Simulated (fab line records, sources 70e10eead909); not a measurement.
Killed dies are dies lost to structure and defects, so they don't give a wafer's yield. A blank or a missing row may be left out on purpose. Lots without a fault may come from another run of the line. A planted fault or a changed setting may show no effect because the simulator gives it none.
Chamber matching | flow nand_harc | NHARC_P_M1_ETCH_35 on rie_diel-07: 4 sister chambers
The step etches the open film in N2/H2, target depth 40 nm, overetch 12 nm, time 43.94 s. 14 wafers are shown with their chamber, then 7 later ones without.

WAFERS WITH THEIR CHAMBER
wafer  | chamber | showerhead_plenum_p_Torr (Torr) | drypump_motor_current_A (A) | rf_vpp_V (V)
L411.1 | 1       | 2.06                            | 6.4                         | 431.5
L411.4 | 2       | 1.90                            | 5.8                         | 426.0
L411.6 | 1       | 2.06                            | 6.4                         | 431.5
L412.1 | 0       | 2.19                            | 6.1                         | 435.2
L412.2 | 1       | 2.06                            | 6.4                         | 429.6
L412.6 | 3       | 2.09                            | 6.1                         | 431.5
L413.1 | 0       | 2.18                            | 6.2                         | 433.8
L413.2 | 1       | 2.06                            | 6.4                         | 431.1
L413.3 | 3       | 2.09                            | 6.1                         | 432.1
L423.3 | 2       | 1.90                            | 5.8                         | 427.1
L423.4 | 1       | 2.05                            | 6.4                         | 431.6
L423.5 | 1       | 2.05                            | 6.4                         | 431.5
L425.1 | 2       | 1.90                            | 5.7                         | 425.8
L425.2 | 1       | 2.05                            | 6.4                         | 430.0

SIGNATURES (means of the wafers above)
reading                  | chamber 0 | chamber 1 | chamber 2 | chamber 3 | scatter within a chamber
showerhead_plenum_p_Torr | 2.1850    | 2.0557    | 1.9000    | 2.0900    | 0.00471
drypump_motor_current_A  | 6.150     | 6.400     | 5.767     | 6.100     | 0.0342
rf_vpp_V                 | 434.500   | 430.971   | 426.300   | 431.800   | 0.788
Rule: a wafer's distance from a chamber is the root of the sum, over the readings, of the square of ((its reading less the chamber's mean) divided by the reading's scatter). The wafer belongs to the nearest chamber; if the next one is less than 2 further off, it can't be placed. The scatter: the root of (the sum of the squares of (reading less its chamber's mean) over the shown wafers, divided by (wafers less chambers)).

WAFERS WITHOUT THEIR CHAMBER
wafer  | showerhead_plenum_p_Torr (Torr) | drypump_motor_current_A (A) | rf_vpp_V (V)
L425.6 | 2.18                            | 6.2                         | 435.0
L426.1 | 2.05                            | 6.4                         | 430.2
L426.5 | 2.09                            | 6.1                         | 431.8
L426.6 | 2.18                            | 6.1                         | 435.0
L430.1 | 2.08                            | 6.1                         | 432.2
L430.4 | 2.18                            | 6.1                         | 434.8
L430.6 | 2.08                            | 6.1                         | 431.0

WHICH CHAMBER EACH WENT THROUGH
wafer  | from the rows above | in truth
L425.6 | 0                   | 0
L426.1 | 1                   | 1
L426.5 | 3                   | 3
L426.6 | 0                   | 0
L430.1 | 3                   | 3
L430.4 | 0                   | 0
L430.6 | 3                   | 3
Placed correctly: 7 of 7. Can't be placed from these rows: 0. Placed wrongly: 0.
